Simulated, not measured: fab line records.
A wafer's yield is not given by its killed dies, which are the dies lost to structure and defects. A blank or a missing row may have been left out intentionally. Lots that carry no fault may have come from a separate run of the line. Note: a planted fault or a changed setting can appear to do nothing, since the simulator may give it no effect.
Chamber matching	flow n5-finfet	3 sister chambers for N5_BEOL_M0_SAQP_PECVD_96 on pecvd-01
The step deposits a-Si from SiH4/He, target thk 45 nm, time 45.2 s. 16 wafers are shown with their chamber, then 8 later ones without.

## EACH WAFER AND ITS CHAMBER
wafer	chamber	throttle-valve-pct (%)	showerhead-plenum-p-Torr (Torr)	heater-power-w (W)
L076.1	1	19.2	5.61	631
L076.3	2	18.4	5.66	587
L076.6	1	19.6	5.62	622
L079.3	0	16.6	5.66	664
L079.4	1	19.4	5.62	647
L079.6	0	17.0	5.65	665
L080.1	1	19.4	5.63	585
L080.2	0	16.9	5.66	707
L080.6	1	19.6	5.62	592
L084.1	1	19.8	5.63	551
L084.3	0	16.9	5.67	674
L084.4	1	19.3	5.62	575
L085.3	0	17.1	5.68	750
L085.5	1	19.8	5.63	637
L085.6	2	18.4	5.66	567
L086.1	1	19.6	5.63	641

SIGNATURES (averages over the wafers above)
reading	chamber 0	chamber 1	chamber 2	scatter within a chamber
throttle-valve-pct	16.900	19.522	18.400	0.195
showerhead-plenum-p-Torr	5.6640	5.6233	5.6600	0.00841
heater-power-w	692.00	609.00	577.00	33.9
Rule: distance of a wafer from a chamber = root of the sum over the readings of ((wafer's reading minus chamber's mean) / reading's scatter) squared. If the next closest chamber is less than 2 further off than the closest, the wafer can't be placed; otherwise it belongs to the closest. The scatter: take each reading less its chamber's mean, square it, sum over the shown wafers, divide by the number of wafers less the number of chambers, and take the root.

## WAFERS MISSING THEIR CHAMBER
wafer	throttle-valve-pct (%)	showerhead-plenum-p-Torr (Torr)	heater-power-w (W)
L086.2	18.7	5.65	555
L086.5	18.3	5.65	536
L087.2	19.7	5.62	660
L087.4	18.6	5.64	550
L087.6	17.0	5.65	738
L093.3	17.2	5.66	750
L093.4	19.5	5.63	591
L093.5	19.5	5.61	603

## EACH ONE'S CHAMBER
wafer	from the rows above	in truth
L086.2	2	2
L086.5	2	2
L087.2	1	1
L087.4	2	2
L087.6	0	0
L093.3	0	0
L093.4	1	1
L093.5	1	1
Correct placement for 8 of the 8. Number that these rows cannot place: 0. Wrongly placed: 0.
